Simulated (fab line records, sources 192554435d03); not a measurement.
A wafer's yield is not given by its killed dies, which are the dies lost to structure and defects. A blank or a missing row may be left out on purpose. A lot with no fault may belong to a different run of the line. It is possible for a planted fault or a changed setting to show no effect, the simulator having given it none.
fab line records	flow n5-finfet
record: lots: 7	wafers: 21
route steps=1938 shown BEOL_M7@1270 BEOL_M9@1419 BEOL_M10@1513 BEOL_M11@1541
start-h: start of the lot's first displayed wafer, in hours after the record's first day	wait-h: hours from the lot's prior step to this one	" repeats the value in the row above	L1.1+2: several wafers, shown together as one row	- no value present, or no start provided	* or withheld: withheld	< > ~ a bound
route shown NAME@n: a module of which the file shows steps, and the number in the route of the first	usual: mean and standard deviation over wafers with no fault	same: alike in all rows	chamber/n: place in a boat	sites: the reading at each site	_std_site: the standard deviation of these	_edge_site: inner sites' mean taken away from outer sites' mean	radius-mm: how far each site lies from the wafer's centre	mask NAME#n: copy n	behind: the most recent tool/chamber to have shaped the wafer	hold: why the lot was held/for how many hours/how that ended	device: which transistor (n, p or np) failed to switch	end of line: the tests these same wafers got at the end of their route	a step with no rows: only its recipe	killed: dies lost to structure and defects at the first sort, not the wafer's yield	map: a wafer's dies, x killed, . not, _ none there
set.NAME: the setting the step ran with; set.NAME@STEP: the setting that earlier step ran with	model.NAME: the simulator's own value behind a step, which no gauge read
lots where settings were altered on purpose, with a table for each step and a row for each wafer
== steps ==
step: N5_BEOL_M7_COAT_05
recipe: resist: CAR-ArF	spin-rpm: 1500	resist-thk-nm: 90
lot.wafer	tool	chamber	start-h	wait-h	set.spin-rpm
L076.2+4+5	litho-track-02	0	-	-	1500
L082.1+2+3	litho-track-05	0	-	-	1500
L086.2+5+6	litho-track-02	0	-	-	1500
L088.4+5+6	litho-track-02	0	-	-	1500
L087.2+3+6	litho-track-02	0	-	-	1500
L089.1+5+6	litho-track-05	0	-	-	1500
L091.3+4	litho-track-04	0	-	-	1552
L091.5	"	0	"	"	1500
step: N5_BEOL_M7_EBR_07
recipe: solvent: PGMEA	ebr-width-mm: 1.5
step: N5_BEOL_M7_SOFTBAKE_06
recipe: temp-c: 110	time-s: 60	resist: CAR-ArF
step: N5_BEOL_M7_DESCUM_16
recipe: chemistry: O2	time-s: 7.9	source-power-w: 50	bias-power-w: 20	pressure-mtorr: 20	rf-frequency-hz: 2.712e+07	temp-c: 40	resist: CAR-ArF	o2-flow-sccm: 225
step: N5_BEOL_M7_ETCH_61
recipe: chemistry: CF4	target: SiARC	target-depth-a: 455	mask-material: CAR-ArF	time-s: 75.8	ion-energy-ev: 80	pressure-mtorr: 40	source-w: 545	bias-w: 36	Ar_flow_sccm: 100	cf4-flow-sccm: 100	ends: cleared
step: N5_BEOL_M7_ETCH_62
recipe: chemistry: N2/H2	target: SOC	target-depth-a: 1100	overetch-a: 220	mask-material: SiARC	temp-c: 40	time-s: 165	ion-energy-ev: 200	pressure-mtorr: 30	source-w: 840	bias-w: 150	n2-flow-sccm: 200	h2-flow-sccm: 200
lot.wafer	tool	chamber	start-h	wait-h	set.spin-rpm@BEOL_M7_COAT_59	model.etch.depth-nm
L076.2	rie-diel-05	0	202.62	0.0	1500	100.2
L076.4	"	3	"	"	1641	95.97
L076.5	"	0	"	"	1500	99.95
L082.1+2	rie-diel-03	1,0	235.03	0.0	1500	99.96
L082.3	"	2	"	"	1500	100.3
L086.2	rie-diel-06	1	263.57	0.0	1500	99.3
L086.5	"	1	"	"	1445	101.4
L086.6	"	2	"	"	1445	101.7
L088.4	rie-diel-06	3	264.97	0.0	1336	105.7
L088.5	"	2	"	"	1500	99.54
L088.6	"	1	"	"	1336	105.5
L087.2	rie-diel-06	3	267.06	0.0	1500	99.74
L087.3	"	1	"	"	1500	99.63
L087.6	"	2	"	"	1500	99.94
L089.1	rie-diel-03	0	288.26	0.0	1450	101.7
L089.5	"	2	"	"	1500	100.1
L089.6	"	1	"	"	1500	100.3
L091.3	rie-diel-06	3	295.40	0.0	1578	97.63
L091.4	"	1	"	"	1500	99.89
L091.5	"	2	"	"	1500	100.4
step: N5_BEOL_M7_STRIP_68
recipe: chemistry: N2/H2	temp-c: 40	n2-flow-sccm: 200	h2-flow-sccm: 200	rf-frequency-hz: 6e+07
step: N5_BEOL_M7_STRIP_67
recipe: chemistry: CF4	resist: SiARC	power-w: 300	bias-power-w: 75	pressure-mtorr: 50	cf4-flow-sccm: 150	rf-frequency-hz: 6e+07
step: N5_BEOL_M7_HM_OPEN_17
recipe: chemistry: Cl2/BCl3	target-depth-a: 200	overetch-a: 60	target: TiN	mask-material: SOC	ion-energy-ev: 150	pressure-mtorr: 10	icp-w: 1000	bias-w: 126	Cl2_flow_sccm: 53.25	bcl3-flow-sccm: 21.75	Ar_flow_sccm: 25
lot.wafer	tool	chamber	start-h	wait-h	set.spin-rpm@BEOL_M7_COAT_59	model.SOC_of_BEOL_M7_COAT_59.thk-nm
L076.2	rie-metal-02	0	202.81	0.0	1500	92.2
L076.4	"	0	"	"	1641	88
L076.5	"	0	"	"	1500	92
L082.1+2	rie-metal-01	1,0	235.22	0.0	1500	92
L082.3	"	1	"	"	1500	92.4
L086.2	rie-metal-02	0	263.76	0.0	1500	91.4
L086.5	"	0	"	"	1445	93.6
L086.6	"	1	"	"	1445	93.4
L088.4	rie-metal-03	0	265.18	0.1	1336	97.6
L088.5	"	0	"	"	1500	91.6
L088.6	"	1	"	"	1336	97.4
L087.2	rie-metal-03	0	267.25	0.0	1500	91.8
L087.3	"	1	"	"	1500	91.6
L087.6	"	0	"	"	1500	92
L089.1	rie-metal-02	0	288.44	0.0	1450	93.8
L089.5+6	"	0,1	"	"	1500	92.2
L091.3	rie-metal-02	0	295.62	0.1	1578	89.8
L091.4	"	1	"	"	1500	91.8
L091.5	"	1	"	"	1500	92.2
step: N5_BEOL_M7_VIA_ETCH_34
recipe: chemistry: C4F6/O2	target: SiCOH_lowk	target-depth-a: 1255	mask-material: SOC	taper-deg: 4	time-s: 50.5	ion-energy-ev: 250	pressure-mtorr: 30	source-w: 345	bias-w: 185	Ar_flow_sccm: 300	C4F6_flow_sccm: 10	O2_flow_sccm: 10
usual: rf-vpp-V: 666/7.7
lot.wafer	tool	chamber	start-h	wait-h	set.source-w	rf-vpp-V	model.etch.depth-nm
L076.2	rie-diel-03	3	204.61	0.0	345	655	125.1
L076.4	"	0	"	"	295.9	734	116.4
L076.5	"	2	"	"	295.9	719	117.5
L082.1	rie-diel-05	1	236.22	0.0	345	675	129.8
L082.2	"	3	"	"	313.8	698	120.3
L082.3	"	0	"	"	313.8	689	120.3
L088.4	rie-diel-03	1	266.25	0.0	299.1	710	113.2
L088.5	"	0	"	"	345	677	120.9
L088.6	"	1	"	"	345	660	119.4
L086.2	rie-diel-05	3	266.29	0.0	398.7	617	131.5
L086.5	"	0	"	"	345	657	125.3
L086.6	"	3	"	"	398.7	619	131.6
L087.2	rie-diel-03	3	268.17	0.0	345	656	123.4
L087.3	"	2	"	"	345	663	125.1
L087.6	"	1	"	"	345	660	121.9
L089.1	rie-diel-06	2	290.08	0.0	345	668	124
L089.5	"	3	"	"	316.6	700	120.9
L089.6	"	2	"	"	316.6	698	117.9
L091.3	rie-diel-03	0	297.75	0.0	367.7	654	127.1
L091.4	"	2	"	"	345	665	124.7
L091.5	"	3	"	"	345	654	125.5
step: N5_BEOL_M7_ETCH_41
recipe: chemistry: CH3F/O2	target: SiCN	target-depth-a: 319	taper-deg: 2	time-s: 57.8	ion-energy-ev: 120	mask-material: TiN	pressure-mtorr: 30	source-w: 395	bias-w: 75	Ar_flow_sccm: 150	CH3F_flow_sccm: 30	O2_flow_sccm: 20
usual: rf-vpp-V: 297.4/1.4
lot.wafer	tool	chamber	start-h	wait-h	set.source-w	rf-vpp-V	model.etch.depth-nm
L076.2	rie-diel-03	3	-	-	395	296.7	21.65
L076.4	"	0	"	"	331	316.6	20.18
L076.5	"	2	"	"	395	295.8	21.86
L082.1	rie-diel-05	1	-	-	395	300.3	22.65
L082.2	"	3	"	"	395	298.6	21.9
L082.3	"	0	"	"	438.8	287.0	22.78
L088.4	rie-diel-03	1	-	-	395	298.4	21.21
L088.5	"	0	"	"	395	299.2	21.41
L088.6	"	1	"	"	395	297.8	21.16
L086.2	rie-diel-05	3	-	-	424.3	291.5	22.39
L086.5	"	0	"	"	395	298.0	21.82
L086.6	"	3	"	"	424.3	292.5	22.35
L087.2	rie-diel-03	3	-	-	395	297.3	21.53
L087.3	"	2	"	"	395	296.3	21.56
L087.6	"	1	"	"	395	298.7	20.7
L089.1	rie-diel-06	2	-	-	395	297.4	21.43
L089.5	"	3	"	"	457.9	283.7	23.45
L089.6	"	2	"	"	395	294.4	21.59
L091.3	rie-diel-03	0	-	-	463.3	282.9	22.95
L091.4	"	2	"	"	463.3	279.7	23.29
L091.5	"	3	"	"	463.3	282.4	23.03
step: N5_BEOL_M9_ETCH_62
recipe: chemistry: N2/H2	target: SOC	target-depth-a: 1100	overetch-a: 220	mask-material: SiARC	temp-c: 40	time-s: 165	ion-energy-ev: 200	pressure-mtorr: 30	source-w: 840	bias-w: 150	n2-flow-sccm: 200	h2-flow-sccm: 200
lot.wafer	tool	chamber	start-h	wait-h	set.time-s	model.SiARC_of_BEOL_M9_COAT_60.thk-nm
L076.2+5	rie-diel-06	1,3	223.97	0.0	165	23.6
L076.4	"	3	"	"	152.3	24
L082.1	rie-diel-06	0	251.35	0.0	174.8	23.2
L082.2	"	2	"	"	165	23.8
L082.3	"	3	"	"	165	23.4
L088.4+5+6	rie-diel-03	2,3,0	282.24	0.0	165	23.6
L087.2	rie-diel-05	2	282.48	0.0	165	23.6
L087.3+6	"	0,3	"	"	165	23.8
L086.2	rie-diel-03	0	282.62	0.0	165	23.6
L086.5	"	3	"	"	195.3	22.6
L086.6	"	2	"	"	195.3	22.4
L089.1+5	rie-diel-05	3	303.10	0.0	178.6	23.2
L089.6	"	2	"	"	178.6	23
L091.3	rie-diel-05	3	309.24	0.0	165	23.8
L091.4	"	0	"	"	165	23.6
L091.5	"	3	"	"	128.1	25.2
step: N5_BEOL_M9_STRIP_68
recipe: chemistry: N2/H2	temp-c: 40	n2-flow-sccm: 200	h2-flow-sccm: 200	rf-frequency-hz: 6e+07
step: N5_BEOL_M9_STRIP_67
recipe: chemistry: CF4	resist: SiARC	power-w: 300	bias-power-w: 75	pressure-mtorr: 50	cf4-flow-sccm: 150	rf-frequency-hz: 6e+07
step: N5_BEOL_M9_HM_OPEN_17
recipe: chemistry: Cl2/BCl3	target-depth-a: 200	overetch-a: 60	target: TiN	mask-material: SOC	ion-energy-ev: 150	pressure-mtorr: 10	icp-w: 1000	bias-w: 126	Cl2_flow_sccm: 53.25	bcl3-flow-sccm: 21.75	Ar_flow_sccm: 25
lot.wafer	tool	chamber	start-h	wait-h	set.time-s@BEOL_M9_ETCH_62	model.etch.depth-nm
L076.2+5	rie-metal-03	1,0	224.15	0.0	165	20.37
L076.4	"	0	"	"	152.3	20.43
L082.1	rie-metal-02	1	251.53	0.0	174.8	19.33
L082.2	"	0	"	"	165	20.31
L082.3	"	0	"	"	165	20.17
L088.4	rie-metal-03	0	282.46	0.1	165	20
L088.5	"	0	"	"	165	20.05
L088.6	"	1	"	"	165	19.93
L087.2	rie-metal-02	1	282.67	0.0	165	20.43
L087.3	"	1	"	"	165	20.35
L087.6	"	0	"	"	165	20.3
L086.2	rie-metal-03	0	282.81	0.0	165	19.66
L086.5	"	0	"	"	195.3	16.71
L086.6	"	1	"	"	195.3	16.95
L089.1	rie-metal-03	1	303.29	0.0	178.6	19.08
L089.5	"	0	"	"	178.6	19.27
L089.6	"	1	"	"	178.6	19.19
L091.3	rie-metal-01	0	309.46	0.1	165	20.12
L091.4	"	1	"	"	165	20.11
L091.5	"	0	"	"	128.1	20.11
step: N5_BEOL_M9_COAT_63
recipe: resist: SOC	temp-c: 250	time-s: 60	spin-rpm: 1500	resist-thk-nm: 60
lot.wafer	tool	chamber	start-h	wait-h	set.spin-rpm	model.SOC_of_BEOL_M9_COAT_63.thk-nm
L076.2	litho-track-05	0	225.76	1.4	1500	59.8
L076.4	"	0	"	"	1404	62
L076.5	"	0	"	"	1404	61.8
L082.1	litho-track-04	0	253.11	1.4	1454	61.2
L082.2	"	0	"	"	1454	61
L082.3	"	0	"	"	1500	60
L088.4+6	litho-track-05	0	282.65	0.0	1500	60.2
L088.5	"	0	"	"	1341	63.8
L087.2+6	litho-track-03	0	282.91	0.1	1500	59.8
L087.3	"	0	"	"	1500	59.6
L086.2+6	litho-track-04	0	283.35	0.3	1500	59.6
L086.5	"	0	"	"	1500	59.8
L089.1	litho-track-05	0	303.99	0.5	1500	60
L089.5+6	"	0	"	"	1377	62.6
L091.3	litho-track-04	0	311.02	1.4	1579	58.8
L091.4	"	0	"	"	1500	60.2
L091.5	"	0	"	"	1500	60.4
step: N5_BEOL_M9_COAT_64
recipe: resist: SiARC	temp-c: 220	time-s: 60	spin-rpm: 1500	resist-thk-nm: 12
step: N5_BEOL_M9_COAT_75
recipe: resist: underlayer	temp-c: 205	time-s: 60	spin-rpm: 1500	resist-thk-nm: 5
step: N5_BEOL_M9_ETCH_76
recipe: chemistry: N2/H2	target: underlayer	target-depth-a: 65	mask-material: CAR-EUV	time-s: 5.2	ion-energy-ev: 200	pressure-mtorr: 30	source-w: 840	bias-w: 150	n2-flow-sccm: 200	h2-flow-sccm: 200	ends: cleared
step: N5_BEOL_M9_ETCH_65
recipe: chemistry: CF4	target: SiARC	target-depth-a: 156	mask-material: CAR-EUV	time-s: 26	ion-energy-ev: 80	pressure-mtorr: 40	source-w: 545	bias-w: 36	Ar_flow_sccm: 100	cf4-flow-sccm: 100	ends: cleared
step: N5_BEOL_M9_ETCH_66
recipe: chemistry: N2/H2	target: SOC	target-depth-a: 800	overetch-a: 160	mask-material: SiARC	temp-c: 40	time-s: 120	ion-energy-ev: 200	pressure-mtorr: 30	source-w: 840	bias-w: 150	n2-flow-sccm: 200	h2-flow-sccm: 200
lot.wafer	tool	chamber	start-h	wait-h	set.spin-rpm@BEOL_M9_COAT_63	model.etch.depth-nm
L076.2	rie-diel-06	3	226.44	0.0	1500	59.86
L076.4	"	0	"	"	1404	62.04
L076.5	"	2	"	"	1404	61.88
L082.1	rie-diel-06	1	253.58	0.0	1454	61.1
L082.2	"	0	"	"	1454	61.09
L082.3	"	3	"	"	1500	60.04
L088.4	rie-diel-06	3	283.60	0.0	1500	60.18
L088.5	"	2	"	"	1341	63.76
L088.6	"	3	"	"	1500	60.2
L087.2	rie-diel-03	2	283.75	0.0	1500	59.85
L087.3	"	3	"	"	1500	59.53
L087.6	"	3	"	"	1500	59.72
L086.2	rie-diel-05	1	283.96	0.0	1500	59.55
L086.5	"	3	"	"	1500	59.72
L086.6	"	0	"	"	1500	59.61
L089.1	rie-diel-05	3	304.48	0.0	1500	59.96
L089.5	"	0	"	"	1377	62.51
L089.6	"	1	"	"	1377	62.59
L091.3	rie-diel-05	0	311.65	0.0	1579	58.75
L091.4	"	2	"	"	1500	60.3
L091.5	"	1	"	"	1500	60.36
step: N5_BEOL_M9_STRIP_69
recipe: chemistry: N2/H2	temp-c: 40	n2-flow-sccm: 200	h2-flow-sccm: 200	rf-frequency-hz: 6e+07
step: N5_BEOL_M9_STRIP_77
recipe: chemistry: N2/H2	temp-c: 40	n2-flow-sccm: 200	h2-flow-sccm: 200	rf-frequency-hz: 6e+07
step: N5_BEOL_M9_VIA_ETCH_34
recipe: chemistry: C4F6/O2	target: SiCOH_lowk	target-depth-a: 1824	mask-material: SOC	taper-deg: 4	time-s: 68.4	ion-energy-ev: 250	pressure-mtorr: 30	source-w: 345	bias-w: 185	Ar_flow_sccm: 300	C4F6_flow_sccm: 10	O2_flow_sccm: 10
lot.wafer	tool	chamber	start-h	wait-h	set.spin-rpm@BEOL_M9_COAT_63	model.SOC_of_BEOL_M9_COAT_63.thk-nm
L076.2	rie-diel-06	3	226.54	0.0	1500	50.8
L076.4+5	"	0,2	"	"	1404	53.2
L082.1+2	rie-diel-06	1,0	253.68	0.0	1454	52
L082.3	"	3	"	"	1500	50.8
L088.4	rie-diel-06	3	283.70	0.0	1500	51.2
L088.5	"	2	"	"	1341	55
L088.6	"	3	"	"	1500	51
L087.2	rie-diel-03	2	283.85	0.0	1500	51
L087.3	"	3	"	"	1500	50.6
L087.6	"	3	"	"	1500	50.8
L086.2	rie-diel-05	1	284.06	0.0	1500	50.4
L086.5+6	"	3,0	"	"	1500	50.6
L089.1	rie-diel-05	3	304.58	0.0	1500	51
L089.5	"	0	"	"	1377	53.6
L089.6	"	1	"	"	1377	53.4
L091.3	rie-diel-05	0	311.75	0.0	1579	49.8
L091.4	"	2	"	"	1500	51.2
L091.5	"	1	"	"	1500	51
step: N5_BEOL_M10_ETCH_41
recipe: chemistry: CH3F/O2	target: SiCN	target-depth-a: 426	taper-deg: 2	time-s: 86	ion-energy-ev: 120	mask-material: TiN	pressure-mtorr: 30	source-w: 395	bias-w: 75	Ar_flow_sccm: 150	CH3F_flow_sccm: 30	O2_flow_sccm: 20
usual: rf-vpp-V: 297.4/1.4
lot.wafer	tool	chamber	start-h	wait-h	set.source-w	rf-vpp-V	model.etch.depth-nm
L076.2	rie-diel-01	2	-	-	464.6	283.1	35
L076.4	"	1	"	"	395	296.4	32.92
L076.5	"	1	"	"	395	294.9	32.8
L082.1	rie-diel-04	3	-	-	339	312.0	31.26
L082.2	"	1	"	"	395	296.4	33.14
L082.3	"	2	"	"	395	297.7	32.9
L088.4	rie-diel-04	3	-	-	366.6	305.0	31.63
L088.5	"	3	"	"	366.6	305.2	31.88
L088.6	"	2	"	"	395	298.7	32.78
L087.2	rie-diel-04	3	-	-	395	298.3	32.97
L087.3	"	0	"	"	395	299.1	33.89
L087.6	"	0	"	"	395	297.3	34.14
L086.2	rie-diel-01	1	-	-	342.2	310.1	30.95
L086.5	"	0	"	"	395	298.4	33.3
L086.6	"	3	"	"	395	298.5	32.96
L089.1	rie-diel-01	0	-	-	395	298.1	32.94
L089.5	"	1	"	"	395	294.0	32.85
L089.6	"	2	"	"	395	299.8	32.7
L091.3	rie-diel-04	3	-	-	452.6	283.3	34.37
L091.4	"	1	"	"	395	296.8	33.15
L091.5	"	3	"	"	452.6	284.1	34.4
step: N5_BEOL_M11_COAT_59
recipe: resist: SOC	temp-c: 250	time-s: 60	spin-rpm: 1500	resist-thk-nm: 100
lot.wafer	tool	chamber	start-h	wait-h	set.spin-rpm	model.SOC_of_BEOL_M11_COAT_59.thk-nm
L076.2	litho-track-01	0	239.24	0.1	1598	96.8
L076.4	"	0	"	"	1598	97.2
L076.5	"	0	"	"	1500	100
L082.1	litho-track-01	0	266.89	0.1	1616	96.6
L082.2+3	"	0	"	"	1500	100.2
L088.4	litho-track-03	0	298.86	0.1	1500	100
L088.5	"	0	"	"	1500	99.8
L088.6	"	0	"	"	1432	102.4
L086.2	litho-track-03	0	299.10	0.1	1620	95.8
L086.5	"	0	"	"	1620	96.2
L086.6	"	0	"	"	1500	99.8
L087.2	litho-track-01	0	299.20	0.1	1500	99.8
L087.3	"	0	"	"	1500	100.4
L087.6	"	0	"	"	1500	100
L089.1	litho-track-01	0	320.24	0.1	1370	105
L089.5+6	"	0	"	"	1500	100.4
L091.3+4	litho-track-03	0	326.42	0.1	1589	97.6
L091.5	"	0	"	"	1500	100.4
== key ==
split: step: N5_BEOL_M7_COAT_05	setting: spin-rpm	stated: 1500	by: wafer
response none clear
split: step: N5_BEOL_M7_VIA_ETCH_34	setting: source-w	stated: 345	by: wafer
response: step: N5_BEOL_M7_VIA_ETCH_34	reading: rf-vpp-V	change: -3.24	per: 1%	r: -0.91
response: step: N5_BEOL_M7_VIA_ETCH_34	reading: model.etch.depth-nm	change: +0.544	per: 1%	r: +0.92
split: step: N5_BEOL_M7_ETCH_41	setting: source-w	stated: 395	by: wafer
response: step: N5_BEOL_M7_ETCH_41	reading: rf-vpp-V	change: -1.02	per: 1%	r: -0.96
response: step: N5_BEOL_M7_ETCH_41	reading: model.etch.depth-nm	change: +0.0953	per: 1%	r: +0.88
split: step: N5_BEOL_M9_ETCH_62	setting: time-s	stated: 165	by: wafer
response: step: N5_BEOL_M9_ETCH_62	reading: model.SiARC_of_BEOL_M9_COAT_60.thk-nm	change: -0.0635	per: 1%	r: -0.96
response: step: N5_BEOL_M9_HM_OPEN_17	reading: model.etch.depth-nm	shape: bent	at-lowest: 20.11	at-stated: 20.17	at-highest: 16.83
split: step: N5_BEOL_M9_COAT_63	setting: spin-rpm	stated: 1500	by: wafer
response: step: N5_BEOL_M9_COAT_63	reading: model.SOC_of_BEOL_M9_COAT_63.thk-nm	change: -0.327	per: 1%	r: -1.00
response: step: N5_BEOL_M9_ETCH_66	reading: model.etch.depth-nm	change: -0.326	per: 1%	r: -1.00
response: step: N5_BEOL_M9_VIA_ETCH_34	reading: model.SOC_of_BEOL_M9_COAT_63.thk-nm	change: -0.34	per: 1%	r: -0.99
split: step: N5_BEOL_M10_ETCH_41	setting: source-w	stated: 395	by: wafer
response: step: N5_BEOL_M10_ETCH_41	reading: rf-vpp-V	change: -0.867	per: 1%	r: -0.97
response: step: N5_BEOL_M10_ETCH_41	reading: model.etch.depth-nm	change: +0.123	per: 1%	r: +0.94
split: step: N5_BEOL_M11_COAT_59	setting: spin-rpm	stated: 1500	by: wafer
response: step: N5_BEOL_M11_COAT_59	reading: model.SOC_of_BEOL_M11_COAT_59.thk-nm	change: -0.49	per: 1%	r: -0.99
split outside-this-file step=N5_BEOL_M7_COAT_59 setting=spin-rpm
split outside-this-file: this setting was split too, and the file shows its column; the key of that split is in another file
